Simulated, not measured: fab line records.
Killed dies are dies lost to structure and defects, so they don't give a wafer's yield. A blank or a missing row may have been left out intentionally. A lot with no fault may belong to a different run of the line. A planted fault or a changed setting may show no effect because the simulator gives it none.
Comparing a struck lot with a sound one -- flow nandHarc -- 14 out of 1302 route steps
Sound: the wafers L201.1, L201.2, L201.6. Struck: wafers L206.1, L206.2, L206.5. The cause comes at the end.
At each step with rows: each side's tool, then ch and its chambers, then its first start. Under that, the readings that differ: sound wafers -- struck wafers -- difference of the means -- sigmas: that difference in standard deviations of wafers without a fault.
alike: readings whose means differ by less than 2 such deviations, and words and numbers that are the same on both sides. not compared: withheld readings, readings that some wafer has no value for, bounds like >300 that may hide the same value, and numbers for which the record gives no deviation and whose values overlap.
A row with sigmas, a row that says differs or no value, or rows on one side alone: a step with any of these is where the two part. When numbers do not overlap yet have no deviation, they are printed without sigmas and do not part them. A reading missing from all wafers of one side parts the sides only when that side holds two or more wafers.

first, 7 steps without rows for these wafers: NHARC_A_CONTACT_COAT_35 (time 65 s); NHARC_A_CONTACT_COAT_36 (resist thk 90 nm); NHARC_A_CONTACT_SOFTBAKE_37 (time 55 s); NHARC_A_CONTACT_EBR_38; NHARC_A_CONTACT_EXPOSE_39 (exposes mask A CC 3); NHARC_A_CONTACT_PEB_40 (peb time 65 s); NHARC_A_CONTACT_DEVELOP_41 (develop time 35 s).
NHARC_A_CONTACT_CD_MEAS_42 targets a cd of 300 nm.
  sound on cdSem-02 ch 0, day 23 06:19; struck on cdSem-01 ch 0, day 26 02:41
  alike: cdNm
NHARC_A_CONTACT_OVL_MEAS_43:
  struck on overlay-02, day 26 02:47; sound on overlay-01, day 23 06:23
  alike: overlayXNm, overlayYNm
NHARC_A_CONTACT_INSPECT_44:
  struck on defectInspect-02, day 26 02:49; sound on defectInspect-02, day 23 06:26
  alike: rawDefectCount
NHARC_A_CONTACT_DESCUM_47: chemistry O2, time 3 s.
  sound on rieDiel-09 ch 0,2,3, day 23 06:30; struck on rieDiel-11 ch 0,2,3, day 26 02:53
  alike: drypumpMotorCurrentA, oesProductAu, rfVppV, showerheadPlenumPTorr, throttleValvePct
  not compared: rfHoursCounterH
NHARC_A_CONTACT_ETCH_48: etches the open film in CF4, target depth 39 nm, time 65 s.
  sound on rieDiel-09 ch 2,3, day 23 06:35; struck on rieDiel-11 ch 0,2, day 26 02:58
  alike: drypumpMotorCurrentA, oesProductAu, rfVppV, showerheadPlenumPTorr, throttleValvePct
  not compared: rfHoursCounterH
NHARC_A_CONTACT_ETCH_49: etches the open film in N2/H2, target depth 260 nm, time 475.3 s.
  sound on rieDiel-09 ch 0,2, day 23 06:42; struck on rieDiel-11 ch 1,2,3, day 26 03:07
reading,sound,struck,difference,sigmas
h2FlowSccm (sccm),149.8 149.9 149.6,119.0 119.9 120.8,-29.9,-64
oesProductAu (a.u.),0.987 0.979 0.985,1.004 1.013 1.002,+0.023,+2
throttleValvePct (%),14.178 14.173 14.169,13.656 13.652 13.670,-0.514,-58
  alike: drypumpMotorCurrentA, rfVppV, showerheadPlenumPTorr
  not compared: rfHoursCounterH
NHARC_A_CONTACT_ETCH_50: etches the open film in CF4/CHF3, target depth 121 nm, time 60.5 s.
  sound: rieDiel-09 ch 0,2,3; struck: rieDiel-11 ch 0,2
  alike: drypumpMotorCurrentA, oesProductAu, rfVppV, showerheadPlenumPTorr, throttleValvePct
  not compared: rfHoursCounterH

== WHERE THEY PART ==
Within this record, at NHARC_A_CONTACT_ETCH_49 only. Later steps at which nothing parts them and some readings are alike: NHARC_A_CONTACT_ETCH_50.

WHY: what the simulator had put in
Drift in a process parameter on rieDiel-11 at NHARC_A_CONTACT_ETCH_49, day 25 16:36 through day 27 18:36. Setting h2FlowSccm shifted by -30 from 150. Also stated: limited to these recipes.
